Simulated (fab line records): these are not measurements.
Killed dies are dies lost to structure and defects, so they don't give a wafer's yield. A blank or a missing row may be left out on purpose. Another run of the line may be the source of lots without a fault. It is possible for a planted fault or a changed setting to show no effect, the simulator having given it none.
Chamber matching ; flow n5Finfet ; N5_BEOL_M8_STRIP_67 on rieDiel-03: 4 sister chambers
The step strips in CF4. 16 wafers are shown with their chamber, then 8 later ones without.

WAFERS PAIRED WITH THEIR CHAMBERS
wafer;chamber;showerheadPlenumPTorr (Torr);drypumpMotorCurrentA (A);throttleValvePct (%)
L075.1;0;1.77;5.6;13.67
L075.2;1;1.83;5.9;13.66
L075.5;1;1.83;5.9;13.66
L081.1;3;1.87;6.2;13.85
L081.3;1;1.82;5.9;13.70
L081.6;3;1.87;6.2;13.83
L083.1;1;1.82;5.9;13.71
L083.3;3;1.87;6.1;13.85
L083.4;2;1.65;6.2;13.91
L087.1;2;1.64;6.1;13.96
L087.2;0;1.77;5.5;13.14
L087.5;1;1.82;5.9;13.74
L089.1;0;1.76;5.6;13.12
L089.5;3;1.86;6.2;13.90
L089.6;0;1.76;5.6;13.13
L090.1;3;1.86;6.2;13.87

SIGNATURES, as means of the wafers listed above
reading;chamber 0;chamber 1;chamber 2;chamber 3;scatter within a chamber
showerheadPlenumPTorr;1.7650;1.8240;1.6450;1.8660;0.0057
drypumpMotorCurrentA;5.575;5.900;6.150;6.180;0.0413
throttleValvePct;13.2650;13.6940;13.9350;13.8600;0.138
Rule: distance of a wafer from a chamber = root of the sum over the readings of ((wafer's reading minus chamber's mean) / reading's scatter) squared. If the next closest chamber is less than 2 further off than the closest, the wafer can't be placed; otherwise it belongs to the closest. How the scatter is found: for the shown wafers, subtract from each reading the mean of its chamber, square and add these, divide the total by (wafers less chambers), then take the root.

WAFERS WITH NO CHAMBER GIVEN
wafer;showerheadPlenumPTorr (Torr);drypumpMotorCurrentA (A);throttleValvePct (%)
L090.2;1.82;5.9;13.75
L090.5;1.86;6.2;13.89
L095.2;1.76;5.6;13.14
L095.3;1.81;5.9;13.76
L095.5;1.64;6.1;13.97
L096.1;1.64;6.2;13.98
L096.2;1.76;5.6;13.16
L096.4;1.86;6.2;13.92

THE CHAMBER EACH PASSED THROUGH
wafer;from the rows above;in truth
L090.2;1;1
L090.5;3;3
L095.2;0;0
L095.3;1;1
L095.5;2;2
L096.1;2;2
L096.2;0;0
L096.4;3;3
Placed correctly: 8 of 8. From these rows, 0 cannot be placed. Placed wrongly: 0.
